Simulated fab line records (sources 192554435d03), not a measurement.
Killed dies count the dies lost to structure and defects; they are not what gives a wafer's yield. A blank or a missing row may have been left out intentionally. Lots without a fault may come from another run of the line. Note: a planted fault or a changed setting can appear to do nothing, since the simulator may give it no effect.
Lot-split experiment ; flow n5_finfet ; 39 wafers read across 7 lots, on a route 1938 steps long

THE SPLIT ITSELF
At N5_BEOL_M14_SPUTTER_44 (material Ta, target thk 15 nm, time 24.19 s), the setting time_s was moved away from the recipe's 24.19 s on 15 of the 39 wafers read, by -38.4% to +49.6%. This setting was run at the recipe's value on the other wafers.

FROM THE SPLIT TO THE READING: what the file shows between them, 3 steps
- N5_BEOL_M14_SPUTTER_45: material Cu, target thk 100 nm, time 16.67 s
- N5_BEOL_M14_ECD_47: material Cu, target thk 1248 nm
- N5_BEOL_M14_ANNEAL_48: time 90 s

THE READING
barrier_field_endpoint_s, in s, at N5_BEOL_M14_CMP_49 (polishes, stops on SiO2, t overpolish 5.2 s, target thk 560 nm). A value of 11.45 s with a standard deviation of 0.24 s is what fault-free wafers of this fab line usually give.

wafer;tool, chamber at the split;time_s as run, s;against the recipe;barrier_field_endpoint_s, s;against lot-mates on the recipe
L077.4;pvd_sputter-01, -;29.84;+23.4%;12.98;+1.35
L077.3;pvd_sputter-01, -;24.19;recipe;11.81;-
L077.2;pvd_sputter-01, -;29.84;+23.4%;12.71;+1.08
L077.1;pvd_sputter-01, -;29.84;+23.4%;12.48;+0.85
L077.5;pvd_sputter-01, -;24.19;recipe;11.59;-
L077.6;pvd_sputter-01, -;24.19;recipe;11.49;-
L078.2;pvd_sputter-01, -;24.19;recipe;11.25;-
L078.1;pvd_sputter-01, -;14.89;-38.4%;8.97;-2.49
L078.4;pvd_sputter-01, -;14.89;-38.4%;9.31;-2.15
L078.3;pvd_sputter-01, -;24.19;recipe;11.69;-
L078.6;pvd_sputter-01, -;24.19;recipe;11.45;-
L078.5;pvd_sputter-01, -;14.89;-38.4%;9.07;-2.39
L080.4;pvd_sputter-01, -;24.19;recipe;11.72;-
L080.2;pvd_sputter-01, -;24.19;recipe;11.85;-
L080.3;pvd_sputter-01, -;24.19;recipe;11.48;-
L082.1;pvd_sputter-01, -;24.19;recipe;11.48;-
L082.2;pvd_sputter-01, -;24.19;recipe;11.72;-
L082.4;pvd_sputter-01, -;24.19;recipe;11.38;-
L082.3;pvd_sputter-01, -;24.19;recipe;11.45;-
L082.6;pvd_sputter-01, -;24.19;recipe;11.88;-
L082.5;pvd_sputter-01, -;24.19;recipe;11.98;-
L089.4;pvd_sputter-03, -;20.5;-15.3%;10.17;-0.75
L089.3;pvd_sputter-03, -;24.19;recipe;10.89;-
L089.1;pvd_sputter-03, -;20.5;-15.3%;10.37;-0.55
L089.2;pvd_sputter-03, -;20.5;-15.3%;10.43;-0.49
L089.5;pvd_sputter-03, -;24.19;recipe;11.07;-
L089.6;pvd_sputter-03, -;24.19;recipe;10.81;-
L093.4;pvd_sputter-01, -;24.19;recipe;11.26;-
L093.2;pvd_sputter-01, -;24.19;recipe;11.60;-
L093.3;pvd_sputter-01, -;24.19;recipe;11.65;-
L093.1;pvd_sputter-01, -;36.18;+49.6%;13.92;+2.42
L093.5;pvd_sputter-01, -;36.18;+49.6%;14.14;+2.64
L093.6;pvd_sputter-01, -;36.18;+49.6%;14.77;+3.27
L097.1;pvd_sputter-03, -;24.19;recipe;11.45;-
L097.4;pvd_sputter-03, -;20.36;-15.8%;10.66;-0.81
L097.2;pvd_sputter-03, -;20.36;-15.8%;10.67;-0.80
L097.3;pvd_sputter-03, -;20.36;-15.8%;10.60;-0.87
L097.6;pvd_sputter-03, -;24.19;recipe;11.42;-
L097.5;pvd_sputter-03, -;24.19;recipe;11.54;-

THE FIT
A straight line over all 39 wafers: barrier_field_endpoint_s changes by +0.0583 s for each +1% of time_s; r = +0.97; the points scatter about the line by 0.28 s.
The same after taking each lot's own level away (the mean of its wafers on the recipe; 39 wafers): +0.0555 s for each +1%; r = +0.98; scatter 0.22 s.
On that fit, the largest move of time_s shifts the reading by 2.8 s.
Across the lots, their own levels run from 10.923 to 11.683 s, a range of 3.2 times the standard deviation given above.
Consequently the slope shifts little with the lot-to-lot level, the two slopes agreeing.
Check: for one of the wafers moved furthest among these (+49.6%), held out of the fit, the line's prediction against its lot-mates is +2.82 s. It came out at +2.42 s against them.

THE OTHER SPLITS THESE WAFERS WENT THROUGH
Note: prior to the reading, these wafers also went through further splits. Each is held against what the fit with the lots' levels taken away leaves over:
other split on the same wafers;wafers away from the commonest value;r with barrier_field_endpoint_s (lot level and that fit taken away)
N5_BEOL_M10_ILD_DEP_00 time_s;12;-0.14
N5_BEOL_M11_CURE_72 time_s;9;-0.28

THE WHOLE CHAIN: every reading that the file lists as answering this split, in the file's order
step;what it does;reading;change (the file's fit);r (the file's)
N5_BEOL_M14_SPUTTER_44;material Ta, target thk 15 nm, time 24.19 s;Ta_of_BEOL_M14_SPUTTER_44.thk_nm (the simulator's own value, which no gauge read);+0.148 nm for each +1% of the setting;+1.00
N5_BEOL_M14_CMP_49;polishes, stops on SiO2, t overpolish 5.2 s, target thk 560 nm;barrier_field_endpoint_s;+0.0555 s for each +1% of the setting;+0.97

THE FILE'S OWN FIT
barrier_field_endpoint_s changes by +0.0555 s for each +1% of time_s, r = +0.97.
